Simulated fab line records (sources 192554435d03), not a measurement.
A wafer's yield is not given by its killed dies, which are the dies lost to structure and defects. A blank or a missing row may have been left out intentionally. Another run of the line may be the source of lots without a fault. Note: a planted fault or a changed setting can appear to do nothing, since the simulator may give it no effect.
2 desks, one fault :: flow n5_finfet :: each desk holds nothing but its own numbers, with what lay behind them at the end

THE METROLOGY DESK
Lot by lot, what the gauges showed, no matter which tool ran the lot: averages of those sampled wafers that carry a number. The brackets show how far a lot's mean lies from the usual mean; more than 4 standard deviations puts the lot out of limits, marked OUT. Shown here are 7 of its 10 readings, the ones lying furthest out on some lot.
Columns: A = DIBL_N at N5_BEOL_M4_RC_MEAS_101, usual 36.5 mV/V; B = DIBL_P at N5_BEOL_M4_RC_MEAS_101, usual 36.6 mV/V; C = IOFF_P at N5_BEOL_M4_RC_MEAS_101, usual 0.217 nA/um; D = ION_P at N5_BEOL_M4_RC_MEAS_101, usual 464 uA/um; E = SS_N at N5_BEOL_M4_RC_MEAS_101, usual 71.6 mV/dec; F = SS_P at N5_BEOL_M4_RC_MEAS_101, usual 73.4 mV/dec; G = VT_P at N5_BEOL_M4_RC_MEAS_101, usual -250 mV
lot: L521
first seen here: day 7 23:13
A: 38.1
B: 37.7
C: 0.235
D: 467
E: 71.8
F: 73.4
G: -248

lot: L522
first seen here: day 8 06:04
A: 35.0
B: 36.3
C: 0.201
D: 463
E: 71.7
F: 72.9
G: -250

lot: L523
first seen here: day 8 17:36
A: 36.4
B: 36.6
C: 0.206
D: 463
E: 71.5
F: 73.4
G: -250

lot: L532
first seen here: day 11 02:08
A: 39.7
B: 39.8
C: 0.219
D: 457
E: 72.5
F: 74.7
G: -251

lot: L535
first seen here: day 11 20:25
A: 36.4
B: 36.9
C: 0.222
D: 465
E: 71.3
F: 73.7
G: -248

lot: L537
first seen here: day 11 23:09
A: 36.1
B: 35.6
C: 0.167
D: 451
E: 71.7
F: 72.9
G: -256

lot: L542
first seen here: day 12 22:23
A: 35.4
B: 34.9
C: 0.218
D: 465
E: 71.2
F: 73.2
G: -247

lot: L541
first seen here: day 13 06:30
A: 35.4
B: 34.6
C: 0.192
D: 462
E: 71.3
F: 72.3
G: -250

lot: L543
first seen here: day 13 13:08
A: 36.2
B: 38.6
C: 0.215
D: 458
E: 71.8
F: 73.8
G: -249
Result from this desk: across the 9 lots, nothing is out of limits.

AT THE TOOL OWNER'S DESK: rie_diel-01
The tool's own readings at N5_SD_EPI_N_ETCH_45 (etches SiOCN in CH3F/O2, target depth 6 nm): means of the sampled wafers that have a number, for each lot that ran on this tool. The brackets show how far a lot's mean lies from the usual mean; more than 4 standard deviations puts the lot out of limits, marked OUT.
Columns: A = drypump_motor_current_A at N5_SD_EPI_N_ETCH_45, usual 5.7 A; B = oes_product_au at N5_SD_EPI_N_ETCH_45, usual 0.78 a.u.; C = rf_vpp_V at N5_SD_EPI_N_ETCH_45, usual 127.6 V; D = showerhead_plenum_p_Torr at N5_SD_EPI_N_ETCH_45, usual 2.02 Torr; E = throttle_valve_pct at N5_SD_EPI_N_ETCH_45, usual 23.36 %
lot: L522
first seen here: day 3 10:33
A: 5.8
B: 0.91
C: 129.4
D: 2.11
E: 23.10

lot: L523
first seen here: day 3 18:28
A: 5.6
B: 0.78
C: 127.8
D: 2.02
E: 23.45

lot: L532
first seen here: day 5 22:57
A: 5.6
B: 0.95
C: 128.3
D: 2.09
E: 23.33
Result from this desk: across the 3 lots, nothing is out of limits.

TAKEN TOGETHER
Metrology desk: nothing out of limits seen.
The tool owner's desk saw nothing out of limits.

WHAT WAS PUT IN BY THE SIMULATOR
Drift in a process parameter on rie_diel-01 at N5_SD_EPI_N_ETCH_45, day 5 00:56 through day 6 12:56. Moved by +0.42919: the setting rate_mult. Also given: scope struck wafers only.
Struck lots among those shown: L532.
